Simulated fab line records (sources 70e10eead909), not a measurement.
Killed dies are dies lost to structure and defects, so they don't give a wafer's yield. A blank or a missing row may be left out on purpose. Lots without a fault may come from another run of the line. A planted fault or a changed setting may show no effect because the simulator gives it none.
fab line records	flow nand-harc
record lots=11	wafers=32	last-day=34
route steps=1302 shown A_M0@1149 END@1302
lots that met no fault: from a run of the same line without faults
start-h: start of the lot's first displayed wafer, in hours after the record's first day	wait-h: hours from the lot's prior step to this one	" the same as in the row above	L1.1+2: several wafers, shown together as one row	- no value, or no start was given	* or withheld: withheld	< > ~ a bound
route shown NAME@n: a module of which the file shows steps, and the number in the route of the first	usual: average and standard deviation across the fault-free wafers	same: alike in all rows	chamber/n: place in a boat	sites: per-site readings	_std_site: the values' standard deviation	_edge_site: the outer-site mean with the inner-site mean subtracted	radius-mm: how far each site lies from the wafer's centre	mask NAME#n: copy n	behind: the tool/chamber that last shaped the wafer	hold: why the lot was held/for how many hours/how that ended	device: the n, p or np transistor that did not switch	end of line: the route-end tests of the same wafers	step lacking rows: just its recipe	killed: dies that structure and defects cost at the first sort, which is not the same as the wafer's yield	map: a wafer's dies, x killed, . not, _ none there
set.NAME: the run value of the setting; set.NAME@STEP: its run value at that earlier step	model.NAME: the simulator's own value behind a step, which no gauge read
steps of the route over a sample of lots; a table a step, a row a wafer
services: the hour from which a tool's chamber was out of use, counted from the record's first day as start-h (under 0 if before that day), plus the number of hours and why
## steps
# step NHARC_A_M0_INSPECT_11
# usual raw-defect-count=85/34
lot.wafer	tool	chamber	start-h	wait-h	raw-defect-count
L741.2	defect-inspect-01	-	550.37	0.0	53
L741.3	"	-	"	"	74
L741.5	"	-	"	"	79
L744.3	defect-inspect-02	-	576.71	0.0	79
L744.5	"	-	"	"	50
L744.6	"	-	"	"	78
L748.1	defect-inspect-02	-	606.91	0.0	117
L748.3	"	-	"	"	135
L748.4	"	-	"	"	104
L749.3	defect-inspect-02	-	612.56	0.0	82
L749.6	"	-	"	"	91
L751.1	defect-inspect-02	-	630.76	0.0	17
L751.5	"	-	"	"	18
L751.6	"	-	"	"	13
L756.3	defect-inspect-02	-	685.26	0.0	108
L756.5	"	-	"	"	115
L756.6	"	-	"	"	134
L755.2	defect-inspect-02	-	686.60	0.0	61
L755.3	"	-	"	"	69
L755.4	"	-	"	"	62
L757.3	defect-inspect-01	-	697.65	0.0	153
L757.5	"	-	"	"	163
L757.6	"	-	"	"	126
L758.1	defect-inspect-02	-	711.68	0.0	83
L758.3	"	-	"	"	100
L758.6	"	-	"	"	69
L761.1	defect-inspect-01	-	742.09	0.0	100
L761.2	"	-	"	"	82
L761.3	"	-	"	"	74
L762.2	defect-inspect-02	-	763.90	0.0	117
L762.4	"	-	"	"	122
L762.6	"	-	"	"	114
# step NHARC_A_M0_DESCUM_14
# recipe time-s=3	o2-flow-sccm=200	ar-flow-sccm=0	bias-power-w=0	chemistry=O2
# usual drypump-motor-current-A=5.8/0.39	oes-product-au=1.000/0.014	rf-vpp-V=57.9/0.97	showerhead-plenum-p-Torr=1.93/0.086	throttle-valve-pct=11.311/0.0093
# same time-s=3
lot.wafer	tool	chamber	start-h	wait-h	drypump-motor-current-A	oes-product-au	rf-hours-counter-h	rf-vpp-V	showerhead-plenum-p-Torr	throttle-valve-pct
L741.3	rie-diel-11	3	550.43	0.1	6.3	1.020	5.3	57.6	2.06	11.312
L741.2	"	1	"	"	5.4	0.970	5.3	57.1	1.84	11.327
L741.5	"	2	"	"	6.3	1.007	-	56.8	1.93	11.317
L744.3	rie-diel-11	1	576.78	0.1	5.4	0.979	6.6	57.7	1.84	11.288
L744.6	"	0	"	"	5.1	1.000	-	57.4	1.97	11.308
L744.5	"	1	"	"	5.4	0.986	-	58.2	1.84	11.320
L748.4	rie-diel-01	3	606.97	0.1	5.7	1.001	2.5	57.9	1.96	11.298
L748.3	"	0	"	"	5.8	0.995	2.2	58.5	2.03	11.323
L748.1	"	1	"	"	6.4	1.013	2.4	59.6	1.96	11.308
L749.3	rie-diel-01	0	612.63	0.1	5.8	0.996	2.3	57.8	2.03	11.315
L749.6	"	0	"	"	5.8	0.987	-	58.6	2.03	11.325
L751.1	rie-diel-01	2	630.82	0.1	5.5	0.989	3.7	57.3	1.92	11.318
L751.6	"	2	"	"	5.5	0.994	-	57.4	1.92	11.306
L751.5	"	3	"	"	5.8	0.997	-	58.5	1.96	11.312
L756.3	rie-diel-01	3	685.34	0.1	5.8	1.003	5.8	58.2	1.96	11.305
L756.5	"	0	"	"	5.8	0.999	-	59.3	2.03	11.304
L756.6	"	1	"	"	6.4	1.006	-	57.6	1.96	11.325
L755.4	rie-diel-11	3	686.66	0.1	6.3	1.017	3.2	59.2	2.06	11.328
L755.2	"	0	"	"	5.1	1.004	3.4	58.3	1.97	11.318
L755.3	"	2	"	"	6.3	0.986	3.4	55.9	1.93	11.317
L757.3	rie-diel-11	3	697.72	0.1	6.3	1.024	3.5	58.7	2.06	11.311
L757.5	"	1	"	"	5.4	1.008	-	56.9	1.84	11.317
L757.6	"	2	"	"	6.2	1.002	-	58.8	1.93	11.300
L758.1	rie-diel-01	3	711.74	0.1	5.7	0.999	7.8	59.1	1.96	11.316
L758.3	"	1	"	"	6.3	1.018	6.9	58.4	1.96	11.302
L758.6	"	3	"	"	5.7	1.004	-	58.3	1.96	11.295
L761.3	rie-diel-11	1	742.15	0.1	5.5	1.008	6.5	56.6	1.84	11.328
L761.2	"	3	"	"	6.3	1.017	5.8	58.1	2.06	11.296
L761.1	"	0	"	"	5.1	0.990	5.8	56.7	1.97	11.296
L762.2	rie-diel-11	3	763.97	0.1	6.3	1.024	7.2	57.3	2.06	11.311
L762.4	"	0	"	"	5.1	1.001	7.0	57.0	1.97	11.316
L762.6	"	2	"	"	6.2	0.994	-	55.7	1.93	11.300
# step NHARC_A_M0_STRIP_18
# recipe power-w=1000	n2-flow-sccm=150	h2-flow-sccm=150	ar-flow-sccm=0	bias-w=0	chemistry=N2/H2
# usual drypump-motor-current-A=5.8/0.37	oes-product-au=0.999/0.015	rf-fwd-power-W=996.9/3	rf-vpp-V=90.8/1	showerhead-plenum-p-Torr=2.06/0.094	throttle-valve-pct=14.172/0.009
lot.wafer	tool	chamber	start-h	wait-h	drypump-motor-current-A	oes-product-au	rf-fwd-power-W	rf-hours-counter-h	rf-vpp-V	showerhead-plenum-p-Torr	throttle-valve-pct
L741.3	rie-diel-11	2	550.85	0.1	6.3	1.010	996.8	5.4	89.6	2.06	14.158
L741.2	"	1	"	"	5.5	0.972	994.3	5.4	91.5	1.96	14.173
L741.5	"	2	"	"	6.3	1.001	996.4	-	90.5	2.06	14.177
L744.3	rie-diel-01	3	577.22	0.1	5.8	0.987	994.7	0.8	89.6	2.09	14.172
L744.5	"	0	"	"	5.8	0.987	997.8	-	91.6	2.17	14.179
L744.6	"	1	"	"	6.4	1.014	995.1	-	90.1	2.09	14.169
L748.3	rie-diel-02	3	607.34	0.1	5.9	0.991	998.1	0.3	88.7	1.89	14.163
L748.1	"	1	"	"	5.3	1.022	998.9	0.2	90.1	1.91	14.174
L748.4	"	2	"	"	5.7	1.009	997.0	0.3	91.6	2.13	14.178
L749.3	rie-diel-01	1	613.08	0.1	6.3	1.025	996.6	2.5	91.3	2.09	14.178
L749.6	"	3	"	"	5.8	0.990	992.4	-	90.8	2.09	14.184
L751.1	rie-diel-01	3	631.27	0.1	5.8	1.001	993.9	3.5	91.2	2.09	14.174
L751.6	"	0	"	"	5.8	0.996	991.6	-	92.2	2.17	14.160
L751.5	"	1	"	"	6.3	1.028	999.9	-	90.6	2.09	14.188
L756.3	rie-diel-01	0	685.69	0.1	5.8	0.995	1000.9	5.4	91.0	2.17	14.155
L756.6	"	0	"	"	5.8	1.003	997.4	-	91.2	2.17	14.179
L756.5	"	3	"	"	5.8	1.005	998.2	-	91.7	2.09	14.159
L755.2	rie-diel-01	0	687.04	0.1	5.8	0.984	988.4	5.5	91.1	2.17	14.176
L755.3	"	2	"	"	5.5	0.989	995.5	5.9	90.4	2.05	14.158
L755.4	"	0	"	"	5.8	0.996	992.1	-	92.6	2.17	14.172
L757.3	rie-diel-01	3	698.11	0.1	5.8	0.999	998.3	6.9	91.0	2.09	14.166
L757.5	"	2	"	"	5.5	0.986	996.3	-	89.5	2.05	14.172
L757.6	"	3	"	"	5.7	0.999	998.3	-	90.3	2.09	14.180
L758.3	rie-diel-11	2	712.11	0.1	6.2	1.005	997.3	4.3	91.1	2.06	14.175
L758.1	"	1	"	"	5.5	1.000	990.0	4.5	89.9	1.96	14.152
L758.6	"	3	"	"	6.3	1.025	997.6	-	92.3	2.20	14.170
L761.2	rie-diel-02	2	742.52	0.1	5.6	0.994	990.2	9.5	90.9	2.13	14.175
L761.3	"	3	"	"	5.9	1.008	996.3	9.2	89.7	1.89	14.166
L761.1	"	0	"	"	5.7	0.987	995.4	8.7	91.3	1.93	14.173
L762.4	rie-diel-01	2	764.35	0.1	5.5	1.006	996.3	1.5	90.5	2.05	14.166
L762.2	"	0	"	"	5.8	1.009	991.3	2.7	91.7	2.17	14.160
L762.6	"	1	"	"	6.4	1.005	998.7	-	90.5	2.09	14.157
# step NHARC_A_M0_ECD_22
# recipe target-thk-a=4000	bath-temp-c=25	material=Cu
# usual bath-heat-duty-pct=6.3/0.7
lot.wafer	tool	chamber	start-h	wait-h	bath-heat-duty-pct
L741.2	ecd-cu-02	0	551.86	-	6.8
L741.3	"	1	"	"	6.2
L741.5	"	1	"	"	7.0
L744.3	ecd-cu-02	1	578.15	-	6.8
L744.5	"	1	"	"	6.8
L744.6	"	0	"	"	6.5
L748.1	ecd-cu-02	1	608.49	0.2	7.2
L748.3	"	1	"	"	7.0
L748.4	"	0	"	"	6.1
L749.3	ecd-cu-02	1	614.06	-	6.5
L749.6	"	1	"	"	7.2
L751.1	ecd-cu-02	0	632.16	-	5.6
L751.6	"	1	"	"	6.4
L751.5	"	0	"	"	6.0
L756.3	ecd-cu-02	0	686.80	-	6.2
L756.6	"	1	"	"	7.1
L756.5	"	0	"	"	6.8
L755.2	ecd-cu-02	0	688.04	-	6.0
L755.3	"	1	"	"	7.5
L755.4	"	0	"	"	6.4
L757.3	ecd-cu-02	1	699.09	-	6.9
L757.5	"	1	"	"	7.1
L757.6	"	0	"	"	5.5
L758.1	ecd-cu-01	0	713.02	-	5.5
L758.3	"	1	"	"	5.3
L758.6	"	0	"	"	6.0
L761.2	ecd-cu-01	1	743.43	-	6.4
L761.1	"	0	"	"	6.0
L761.3	"	0	"	"	5.8
L762.2	ecd-cu-02	1	765.23	-	7.4
L762.4	"	0	"	"	6.1
L762.6	"	0	"	"	6.6
# step NHARC_A_M0_CMP_23
# recipe t-overpolish-s=20	target-thk-nm=113.75
# usual motor-current-A=12.2/1.1	time-to-endpoint-s=29/3.3
# same t-overpolish-s=20
lot.wafer	tool	chamber	start-h	wait-h	motor-current-A	time-to-endpoint-s
L741.3	cmp-02	3	552.59	-	10.2	29
L741.2	"	0	"	"	13.4	31
L741.5	"	1	"	"	12.1	30
L744.3	cmp-03	1	578.82	-	10.5	33
L744.5	"	0	"	"	12.6	36
L744.6	"	1	"	"	10.1	33
L748.3	cmp-03	2	609.22	-	13.5	37
L748.1	"	0	"	"	12.3	35
L748.4	"	1	"	"	11.0	30
L749.3	cmp-02	2	614.68	-	12.3	29
L749.6	"	1	"	"	12.3	53
L751.1	cmp-04	3	632.85	-	11.7	29
L751.5	"	2	"	"	11.7	32
L751.6	"	3	"	"	11.0	56
L756.3	cmp-02	0	687.56	-	13.7	34
L756.6	"	1	"	"	12.0	28
L756.5	"	2	"	"	11.8	29
L755.2	cmp-04	0	688.74	-	12.3	28
L755.3	"	1	"	"	14.3	25
L755.4	"	2	"	"	11.6	31
L757.3	cmp-03	3	699.80	-	13.5	28
L757.6	"	0	"	"	12.4	34
L757.5	"	1	"	"	10.2	30
L758.3	cmp-02	1	713.74	-	12.1	25
L758.1	"	2	"	"	11.9	27
L758.6	"	1	"	"	13.0	28
L761.3	cmp-02	2	744.20	-	11.9	23
L761.1	"	3	"	"	10.6	25
L761.2	"	0	"	"	14.1	26
L762.2	cmp-02	0	765.96	-	14.7	27
L762.4	"	2	"	"	11.9	26
L762.6	"	0	"	"	13.6	27
# step NHARC_END_SORT_01
# recipe temp-c=25
# usual defect-limited-yield=91.4/2.4	killed-at-array=54/17	killed-at-other=0.7/1	killed-at-periphery=3.7/2.9	killed-dies=58/16	killed-open=3.2/1.9	killed-short=2.2/1.5	sort_bin_2_pct=3.1/1.1	sort_bin_3_pct=0.6/0.33	sort_bin_4_pct=4.9/1.4	sort-n-pass=619/16	sort-rim-yield-pct=94/3.8	sort-yield-pct=91.4/2.4
# same gross-dies=677	sort_bin_5_pct[%]=0	sort_bin_6_pct[%]=0	sort_bin_7_pct[%]=0	sort_bin_8_pct[%]=0	sort-rim-n-gross=106.00
lot.wafer	tool	chamber	start-h	wait-h	defect-limited-yield[%]	killed-at-array	killed-at-other	killed-at-periphery	killed-dies	killed-open	killed-short	sort_bin_2_pct[%]	sort_bin_3_pct[%]	sort_bin_4_pct[%]	sort-n-pass	sort-rim-yield-pct[%]	sort-yield-pct[%]
L758.1	prober-02	0	750.52	2.5	91.9	48	0	7	55	1	5	2.8	0.7	4.6	622	88	91.9
L758.3	prober-02	0	752.13	3.1	91.1	55	0	5	60	7	2	3.5	0.1	5.2	617	92	91.1
L758.6	prober-02	0	754.55	4.0	95.3	25	0	7	32	3	0	2.4	0.1	2.2	645	92	95.3
# killed by level:class
L758.1 A_SLIT:chamber-film-flake=19 A_CHANNEL_HOLE_D1:chamber-film-flake=14 P_M1:chamber-film-flake=5 A_STAIRCASE:chamber-film-flake=4 A_CONTACT:chamber-film-flake=4 A_CHANNEL_HOLE_D2:chamber-film-flake=2 P_CONTACT:geometric-particle:open=1 A_DECK1_JOINT:geometric-particle:short=1
L758.3 A_SLIT:chamber-film-flake=20 A_CHANNEL_HOLE_D1:chamber-film-flake=16 A_CONTACT:chamber-film-flake=5 P_CONTACT:chamber-film-flake=3 A_STAIRCASE:chamber-film-flake=3 A_ONON_D1:geometric-particle:open=2 A_CHANNEL_FILL_D2:chamber-film-flake=2 P_CONTACT:geometric-particle:open=1
L758.6 A_SLIT:chamber-film-flake=14 A_CONTACT:chamber-film-flake=7 P_CONTACT:chamber-film-flake=3 P_GATE:geometric-particle:open=2 P_M1:chamber-film-flake=2 A_CHANNEL_HOLE_D2:chamber-film-flake=2 A_BLC:geometric-particle:open=1 A_CHANNEL_HOLE_D1:chamber-film-flake=1
## services
tool	chamber	start-h	hours	kind
cmp-02	-	526.51	4.0	pm
rie-diel-01	2	527.84	4.8	repair
ecd-cu-02	-	547.04	0.5	repair
rie-diel-11	0	550.18	3.1	repair
cmp-03	-	557.64	4.0	pm
rie-diel-01	-	557.80	9.0	pm
ecd-cu-02	-	581.63	0.5	repair
cmp-02	-	583.59	0.6	repair
ecd-cu-02	-	596.00	8.0	pm
rie-diel-01	3	598.30	6.0	repair
rie-diel-11	-	609.50	9.0	pm
cmp-02	-	624.51	4.0	pm
cmp-03	-	655.64	4.0	pm
rie-diel-01	0	662.24	17.4	repair
cmp-03	-	663.73	3.9	repair
rie-diel-01	1	685.64	4.7	repair
cmp-03	-	697.09	2.0	repair
cmp-02	-	699.17	1.9	repair
ecd-cu-02	-	707.25	1.0	repair
rie-diel-01	3	717.87	13.9	repair
cmp-02	-	722.51	4.0	pm
ecd-cu-02	-	727.34	1.4	repair
rie-diel-01	-	734.80	9.0	pm
rie-diel-01	2	747.90	2.7	repair
## key
first-sign step=NHARC_A_M0_CMP_23	reading=time-to-endpoint-s	direction=up	sigmas=7.8	usual=*	struck=*
effect none on later readings
met-at NHARC_A_M0_ECD_22
struck-lots L749,L751
struck-wafers L749.6,L751.6
not-acting-at NHARC_A_M0_INSPECT_11,NHARC_A_M0_DESCUM_14,NHARC_A_M0_STRIP_18
onset-between 608.49 614.06
fault kind=process-parameter-drift	tool=ecd-cu-02	chamber=-	onset-h=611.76	steps=NHARC_A_M0_ECD_22	channel=target-thk-a	offset=*	shape=step	end-h=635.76	scope=struck-wafers-only	acts-in=*	stated=*
